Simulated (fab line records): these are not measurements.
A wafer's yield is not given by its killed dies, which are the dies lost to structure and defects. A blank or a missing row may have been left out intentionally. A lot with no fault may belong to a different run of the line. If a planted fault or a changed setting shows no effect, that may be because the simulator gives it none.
fab line records ; flow nand_harc ; part 2 of 2: steps 21 to 28 of 28
record: lots: 5; wafers: 15; last_day: 24
route steps=1159 shown A_STAIRCASE@666
lots that met no fault: taken from a fault-free run of the same line
start_h: start of the lot's first displayed wafer, in hours after the record's first day ; wait_h: time in hours since the lot's previous step ; " repeats the value in the row above ; L1.1+2: a single row standing in for several wafers ; - either no value or no given start ; * or withheld: withheld ; < > ~ a bound
route shown NAME@n: names a module that has steps shown in the file, with the first one's number in the route ; usual: mean/standard deviation of fault-free wafers ; same: alike in all rows ; chamber/n: place in a boat ; sites: per-site readings ; _std_site: how widely they spread, as a standard deviation ; _edge_site: inner sites' mean taken away from outer sites' mean ; radius_mm: how far each site lies from the wafer's centre ; mask NAME#n: copy n ; behind: the last tool/chamber to shape the wafer ; hold: why the lot was held/for how many hours/how that ended ; device: names the non-switching transistor (n, p or np) ; end of line: the same wafers' tests at the end of the route ; a step without rows: its recipe alone ; killed: dies lost to structure and defects at the first sort, not the wafer's yield ; map: per-die view of a wafer (x killed, . not killed, _ where there is no die)
set.NAME: setting as actually run; set.NAME@STEP: the setting as run at that earlier step ; model.NAME: the simulator's own value behind a step, which no gauge read
a table for each step, a row for each wafer; lots at some steps of the route
services: a tool's chamber out of use, with start hour (start_h, from the record's first day; less than 0 if before it), hours out, and reason
== steps ==
step: NHARC_A_STAIRCASE_ETCH_313
recipe: cf4_flow_sccm: 100; chf3_flow_sccm: 30; ar_flow_sccm: 0; rf_w: 500; bias_w: 200; chemistry: CF4/CHF3
usual: drypump_motor_current_A: 5.8/0.49; mfc_ar_sccm: 0.005/0.011; oes_product_au: 0.936/0.026; rf_fwd_power_W: 497.0/1.6; rf_vpp_V: 370.8/2.8; showerhead_plenum_p_Torr: 1.58/0.083; throttle_valve_pct: 16.803/0.0092
lot.wafer;tool;chamber;start_h;wait_h;drypump_motor_current_A;mfc_ar_sccm;oes_product_au;rf_fwd_power_W;rf_hours_counter_h;rf_vpp_V;showerhead_plenum_p_Torr;throttle_valve_pct
L077.1;rie_diel-05;1;266.86;0.1;5.7;0;0.927;498.8;37;368.1;1.55;16.802
L077.2;rie_diel-05;3;266.86;0.1;6.5;0;0.950;494.5;36;368.7;1.47;16.797
L077.5;rie_diel-05;2;266.86;0.1;6.1;0.001;0.937;497.0;-;368.6;1.50;16.814
L079.1;rie_diel-12;3;292.65;0.1;5.5;0;0.930;498.3;29;373.6;1.62;16.793
L079.4;rie_diel-12;1;292.65;0.1;5.9;0.043;0.912;498.3;30;374.3;1.69;16.806
L079.5;rie_diel-12;0;292.65;0.1;6.1;0.011;0.907;498.3;-;373.5;1.63;16.810
L087.1;rie_diel-05;1;331.62;0.1;5.7;0;0.923;495.7;60;370.7;1.55;16.779
L087.3;rie_diel-05;0;331.62;0.1;4.8;0.004;0.907;497.8;56;369.5;1.55;16.817
L087.6;rie_diel-05;2;331.62;0.1;6.1;0.001;0.902;497.4;-;368.4;1.50;16.797
L094.2;rie_diel-05;2;390.83;0.1;6.1;0.001;0.912;499.0;15;368.3;1.49;16.799
L094.3;rie_diel-05;3;390.83;0.1;6.5;0;0.924;497.5;14;374.0;1.70;16.802
L094.5;rie_diel-05;2;390.83;0.1;6.1;0.001;0.902;498.5;-;367.2;1.49;16.804
L095.4;rie_diel-12;3;401.43;0.3;5.5;0;0.921;498.6;6;372.7;1.61;16.805
L095.2;rie_diel-12;0;401.43;0.3;6.0;0.011;0.912;496.4;7;373.7;1.62;16.800
L095.5;rie_diel-12;2;401.43;0.3;5.4;0;0.944;496.9;-;367.4;1.48;16.794
step: NHARC_A_STAIRCASE_HM_OPEN_463
recipe: o2_flow_sccm: 400; cos_flow_sccm: 20; ar_flow_sccm: 0; rf_w: 500; bias_w: 300; chemistry: O2/COS
usual: drypump_motor_current_A: 5.9/0.48; mfc_ar_sccm: 0.006/0.012; oes_product_au: 0.998/0.015; rf_fwd_power_W: 499.1/1.5; rf_vpp_V: 467/3.5; showerhead_plenum_p_Torr: 3.13/0.17; throttle_valve_pct: 28.330/0.0082
lot.wafer;tool;chamber;start_h;wait_h;drypump_motor_current_A;mfc_ar_sccm;oes_product_au;rf_fwd_power_W;rf_hours_counter_h;rf_vpp_V;showerhead_plenum_p_Torr;throttle_valve_pct
L077.1;rie_diel-05;1;-;-;5.7;0;0.980;500.6;37;468;3.08;28.341
L077.2;rie_diel-05;2;-;-;6.2;0.001;0.987;499.0;38;463;2.98;28.321
L077.5;rie_diel-05;0;-;-;4.8;0.004;1.006;502.7;-;468;3.09;28.323
L079.4;rie_diel-12;1;-;-;5.9;0.043;0.993;502.7;30;472;3.36;28.337
L079.1;rie_diel-12;3;-;-;5.6;0;1.002;498.2;29;469;3.22;28.332
L079.5;rie_diel-12;1;-;-;6.0;0.043;0.996;499.1;-;472;3.36;28.334
L087.1;rie_diel-05;1;-;-;5.7;0;0.995;497.6;60;466;3.07;28.339
L087.3;rie_diel-05;0;-;-;4.8;0.004;0.982;499.1;56;467;3.08;28.327
L087.6;rie_diel-05;2;-;-;6.2;0.001;0.975;498.2;-;465;2.97;28.332
L094.3;rie_diel-05;2;-;-;6.1;0.001;0.979;500.5;15;464;2.96;28.330
L094.2;rie_diel-05;0;-;-;4.8;0.004;1.027;496.7;13;467;3.07;28.328
L094.5;rie_diel-05;2;-;-;6.1;0.001;0.983;499.4;-;463;2.96;28.329
L095.2;rie_diel-12;0;-;-;6.1;0.011;0.989;498.8;8;469;3.22;28.315
L095.4;rie_diel-12;3;-;-;5.6;0;0.988;499.9;7;468;3.20;28.339
L095.5;rie_diel-12;1;-;-;5.9;0.043;0.983;498.1;-;470;3.34;28.335
step: NHARC_A_STAIRCASE_STRIP_464
recipe: o2_flow_sccm: 400; cos_flow_sccm: 20; ar_flow_sccm: 0; bias_w: 0; chemistry: O2/COS
lot.wafer;tool;chamber;start_h;wait_h
L077.1+2+5;rie_diel-05;3,0,3;-;-
L079.1+4+5;rie_diel-12;3,0,2;-;-
L087.3+1+6;rie_diel-05;2,1,2;-;-
L094.2+3+5;rie_diel-05;0,1,0;-;-
L095.2+4+5;rie_diel-12;3,0,1;-;-
step: NHARC_A_STAIRCASE_ETCH_453
recipe: target_depth_a: 300; overetch_a: 30; time_s: 16.5; ion_energy_ev: 100; cf4_flow_sccm: 80; o2_flow_sccm: 20; ar_flow_sccm: 0; rf_w: 300; bias_w: 100; chemistry: CF4/O2
usual: drypump_motor_current_A: 5.8/0.51; mfc_ar_sccm: 0.006/0.012; oes_product_au: 0.999/0.016; rf_fwd_power_W: 293.9/1.5; rf_vpp_V: 197.9/1.5; showerhead_plenum_p_Torr: 1.34/0.072; throttle_valve_pct: 13.398/0.0093
lot.wafer;tool;chamber;start_h;wait_h;drypump_motor_current_A;mfc_ar_sccm;oes_product_au;rf_fwd_power_W;rf_hours_counter_h;rf_vpp_V;showerhead_plenum_p_Torr;throttle_valve_pct
L077.2;rie_diel-05;1;-;-;5.7;0;0.977;294.0;38;197.3;1.32;13.404
L077.1;rie_diel-05;0;-;-;4.7;0.004;0.995;296.4;37;197.7;1.32;13.399
L077.5;rie_diel-05;1;-;-;5.7;0;0.991;294.1;-;196.9;1.32;13.393
L079.1;rie_diel-12;0;-;-;6.1;0.011;0.998;293.5;29;198.5;1.39;13.399
L079.4;rie_diel-12;1;-;-;5.9;0.043;0.999;292.3;30;201.2;1.44;13.392
L079.5;rie_diel-12;3;-;-;5.6;0;1.017;297.2;-;198.9;1.38;13.388
L087.1;rie_diel-05;1;-;-;5.7;0;1.002;292.7;60;197.5;1.31;13.379
L087.3;rie_diel-05;2;-;-;6.1;0.001;0.974;294.2;62;196.4;1.27;13.380
L087.6;rie_diel-05;0;-;-;4.7;0.004;1.001;295.9;-;198.3;1.32;13.386
L094.2;rie_diel-05;1;-;-;5.7;0;1.023;291.6;15;198.3;1.31;13.396
L094.3;rie_diel-05;3;-;-;6.5;0;1.000;293.4;15;199.9;1.44;13.393
L094.5;rie_diel-05;1;-;-;5.7;0;1.007;292.4;-;197.4;1.31;13.403
L095.4;rie_diel-12;1;-;-;5.9;0.043;0.981;294.1;8;198.1;1.43;13.398
L095.2;rie_diel-12;3;-;-;5.5;0;0.989;296.8;7;199.7;1.37;13.402
L095.5;rie_diel-12;1;-;-;5.9;0.043;0.987;293.7;-;199.8;1.43;13.429
step: NHARC_A_STAIRCASE_ETCH_315
recipe: target_depth_a: 25000; time_s: 607.1; ion_energy_ev: 800; c4f8_flow_sccm: 80; o2_flow_sccm: 60; ar_flow_sccm: withheld; rf_w: 600; bias_w: 3000; chemistry: C4F8/O2/Ar
usual: oes_product_au: 0.930/0.015; rf_fwd_power_W: 599.2/1.6; rf_vpp_V: 1828/14
lot.wafer;tool;chamber;start_h;wait_h;oes_product_au;rf_fwd_power_W;rf_hours_counter_h;rf_vpp_V
L077.2;rie_diel-05;1;-;-;0.921;598.2;38;1823
L077.1;rie_diel-05;2;-;-;0.921;598.1;38;1814
L077.5;rie_diel-05;2;-;-;0.919;599.0;-;1814
L079.1;rie_diel-12;1;-;-;0.924;598.3;30;1845
L079.4;rie_diel-12;2;-;-;0.925;598.1;29;1812
L079.5;rie_diel-12;0;-;-;0.921;601.0;-;1836
L087.3;rie_diel-05;0;-;-;0.930;597.3;56;1823
L087.1;rie_diel-05;3;-;-;0.939;598.8;57;1810
L087.6;rie_diel-05;0;-;-;0.921;598.7;-;1823
L094.2;rie_diel-05;3;-;-;0.942;601.4;15;1847
L094.3;rie_diel-05;1;-;-;0.941;600.6;15;1823
L094.5;rie_diel-05;2;-;-;0.914;598.9;-;1814
L095.2;rie_diel-12;1;-;-;0.931;596.1;8;1844
L095.4;rie_diel-12;2;-;-;0.945;598.4;7;1811
L095.5;rie_diel-12;1;-;-;0.927;598.7;-;1844
step: NHARC_A_STAIRCASE_STRIP_316
recipe: o2_flow_sccm: 500; ar_flow_sccm: 0; bias_w: 0; chemistry: O2
usual: drypump_motor_current_A: 5.8/0.49; mfc_ar_sccm: 0.005/0.011; oes_product_au: 0.999/0.015; rf_vpp_V: 58.0/0.93; showerhead_plenum_p_Torr: 3.53/0.18; throttle_valve_pct: 17.037/0.0087
lot.wafer;tool;chamber;start_h;wait_h;drypump_motor_current_A;mfc_ar_sccm;oes_product_au;rf_hours_counter_h;rf_vpp_V;showerhead_plenum_p_Torr;throttle_valve_pct
L077.2;rie_diel-05;1;-;-;5.7;0;0.990;38;57.8;3.48;17.033
L077.1;rie_diel-05;2;-;-;6.1;0.001;0.989;39;58.0;3.37;17.014
L077.5;rie_diel-05;3;-;-;6.5;0;1.014;-;57.4;3.30;17.036
L079.4;rie_diel-12;1;-;-;5.9;0.043;0.991;30;58.5;3.79;17.050
L079.1;rie_diel-12;0;-;-;6.1;0.011;0.983;29;58.3;3.66;17.039
L079.5;rie_diel-12;2;-;-;5.4;0;0.990;-;57.6;3.35;17.028
L087.1;rie_diel-05;3;-;-;6.5;0;1.005;58;59.0;3.29;17.053
L087.3;rie_diel-05;0;-;-;4.8;0.004;0.999;56;57.8;3.48;17.031
L087.6;rie_diel-05;2;-;-;6.1;0.001;0.978;-;55.8;3.36;17.042
L094.2;rie_diel-05;2;-;-;6.1;0.001;0.975;15;57.8;3.35;17.034
L094.3;rie_diel-05;3;-;-;6.5;0;1.006;15;59.5;3.80;17.027
L094.5;rie_diel-05;1;-;-;5.7;0;1.026;-;56.9;3.46;17.026
L095.4;rie_diel-12;0;-;-;6.1;0.011;0.987;9;56.6;3.64;17.038
L095.2;rie_diel-12;1;-;-;5.9;0.043;0.986;9;59.2;3.77;17.017
L095.5;rie_diel-12;1;-;-;5.9;0.043;0.997;-;58.6;3.77;17.030
step: NHARC_A_STAIRCASE_STRIP_317
recipe: time_s: 900; temp_c: 130; chemistry: SPM
lot.wafer;tool;chamber;start_h;wait_h
L077.5+2+1;wet_bench-06;3,4,7;268.79;-
L079.1+5+4;wet_bench-06;2,5,6;293.90;-
L087.3+6+1;wet_bench-04;4,6,1;332.88;-
L094.5+3+2;wet_bench-06;3,6,7;392.09;-
L095.2+5+4;wet_bench-04;7,0,2;403.59;-
step: NHARC_A_STAIRCASE_PRECLEAN_318
recipe: time_s: *; temp_c: 50; bath_age_min: 0; chemistry: SC1
lot.wafer;tool;chamber;start_h;wait_h
L077.5+2+1;wet_bench-06;3,4,7;-;-
L079.1+5+4;wet_bench-06;2,5,6;-;-
L087.3+6+1;wet_bench-04;4,6,1;-;-
L094.5+3+2;wet_bench-06;3,6,7;-;-
L095.2+5+4;wet_bench-04;7,0,2;-;-
== services ==
tool;chamber;start_h;hours;kind
rie_diel-11;2;242.83;4.5;repair
pecvd-02;-;251.24;3.0;repair
rie_diel-11;0;259.02;6.5;repair
krf_scanner-04;-;264.56;5.1;repair
krf_scanner-03;-;284.73;0.4;repair
pecvd-01;-;290.37;2.0;repair
acl_dep-01;-;294.22;13.0;pm
pecvd-01;1;297.26;19.5;repair
krf_scanner-04;-;298.00;4.0;pm
krf_scanner-04;-;303.49;1.5;repair
wet_bench-06;-;305.60;8.0;pm
krf_scanner-03;-;315.80;3.7;repair
wet_bench-06;-;323.20;12.8;repair
acl_dep-01;-;336.49;2.4;repair
wet_bench-04;-;339.20;8.0;pm
krf_scanner-03;-;340.00;4.0;pm
litho_track-02;-;340.00;7.0;pm
rie_diel-05;-;340.65;9.0;pm
rie_diel-11;3;367.50;4.6;repair
rie_diel-05;0;372.58;1.2;repair
rie_diel-12;-;379.53;9.0;pm
rie_diel-11;1;383.84;2.7;repair
krf_scanner-03;-;384.63;0.9;repair
litho_track-03;-;388.00;7.0;pm
